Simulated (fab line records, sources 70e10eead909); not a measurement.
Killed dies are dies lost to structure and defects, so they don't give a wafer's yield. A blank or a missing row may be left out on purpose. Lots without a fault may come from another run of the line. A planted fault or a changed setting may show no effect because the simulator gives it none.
Chamber matching | flow nand_harc | NHARC_A_BONDPAD_ETCH_34 on rie_diel-06: 4 sister chambers
The step etches the open film in N2/H2, target depth 60 nm, overetch 18 nm, time 65.91 s. 24 wafers are shown with their chamber, then 12 later ones without.

WAFERS WITH THEIR CHAMBER
wafer  | chamber | showerhead_plenum_p_Torr (Torr) | rf_vpp_V (V) | oes_product_au (a.u.)
L074.3 | 0       | 1.97                            | 426.9        | 0.993
L074.4 | 2       | 1.90                            | 427.1        | 0.998
L074.6 | 2       | 1.90                            | 426.1        | 1.008
L076.1 | 3       | 2.08                            | 430.6        | 1.013
L076.4 | 0       | 1.97                            | 429.2        | 0.995
L076.6 | 1       | 1.99                            | 428.8        | 1.000
L079.1 | 1       | 1.99                            | 427.8        | 1.002
L079.4 | 0       | 1.97                            | 427.0        | 0.989
L079.5 | 2       | 1.90                            | 427.8        | 0.991
L078.2 | 0       | 1.97                            | 426.6        | 0.981
L078.3 | 3       | 2.08                            | 433.2        | 1.004
L078.4 | 1       | 1.99                            | 430.8        | 1.004
L081.2 | 3       | 2.08                            | 432.1        | 1.013
L081.5 | 2       | 1.90                            | 425.9        | 1.004
L081.6 | 3       | 2.08                            | 430.5        | 1.007
L083.1 | 1       | 1.98                            | 429.2        | 0.988
L083.2 | 2       | 1.90                            | 426.3        | 1.003
L083.6 | 0       | 1.97                            | 427.8        | 0.996
L084.1 | 1       | 1.98                            | 429.7        | 1.004
L084.3 | 0       | 1.96                            | 427.4        | 0.993
L084.6 | 2       | 1.90                            | 424.9        | 0.998
L085.1 | 0       | 1.97                            | 427.4        | 0.987
L085.2 | 1       | 1.98                            | 429.2        | 0.996
L085.5 | 0       | 1.96                            | 428.0        | 0.992

SIGNATURES (means of the wafers above)
reading                  | chamber 0 | chamber 1 | chamber 2 | chamber 3 | scatter within a chamber
showerhead_plenum_p_Torr | 1.9675    | 1.9850    | 1.9000    | 2.0800    | 0.00387
rf_vpp_V                 | 427.538   | 429.250   | 426.350   | 431.600   | 0.991
oes_product_au           | 0.99075   | 0.99900   | 1.00033   | 1.00925   | 0.00547
Rule: a wafer's distance from a chamber is the root of the sum, over the readings, of the square of ((its reading less the chamber's mean) divided by the reading's scatter). The wafer belongs to the nearest chamber; if the next one is less than 2 further off, it can't be placed. The scatter: the root of (the sum of the squares of (reading less its chamber's mean) over the shown wafers, divided by (wafers less chambers)).

WAFERS WITHOUT THEIR CHAMBER
wafer  | showerhead_plenum_p_Torr (Torr) | rf_vpp_V (V) | oes_product_au (a.u.)
L086.2 | 1.97                            | 428.5        | 0.989
L086.4 | 2.08                            | 432.1        | 1.008
L086.6 | 1.90                            | 426.9        | 0.988
L088.2 | 2.08                            | 431.1        | 1.010
L088.4 | 1.90                            | 427.0        | 1.003
L088.5 | 2.08                            | 431.2        | 1.001
L095.1 | 1.98                            | 429.3        | 0.992
L095.3 | 1.96                            | 427.5        | 0.985
L095.5 | 1.96                            | 428.5        | 0.997
L097.1 | 2.08                            | 431.4        | 1.011
L097.4 | 1.96                            | 427.6        | 0.999
L097.5 | 1.96                            | 429.6        | 0.996

WHICH CHAMBER EACH WENT THROUGH
wafer  | from the rows above     | in truth
L086.2 | 0                       | 0
L086.4 | 3                       | 3
L086.6 | 2                       | 2
L088.2 | 3                       | 3
L088.4 | 2                       | 2
L088.5 | 3                       | 3
L095.1 | can't be placed: 1 or 0 | 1
L095.3 | 0                       | 0
L095.5 | 0                       | 0
L097.1 | 3                       | 3
L097.4 | 0                       | 0
L097.5 | 0                       | 0
Placed correctly: 11 of 12. Can't be placed from these rows: 1 (the true chamber is among the candidates in 1). Placed wrongly: 0.
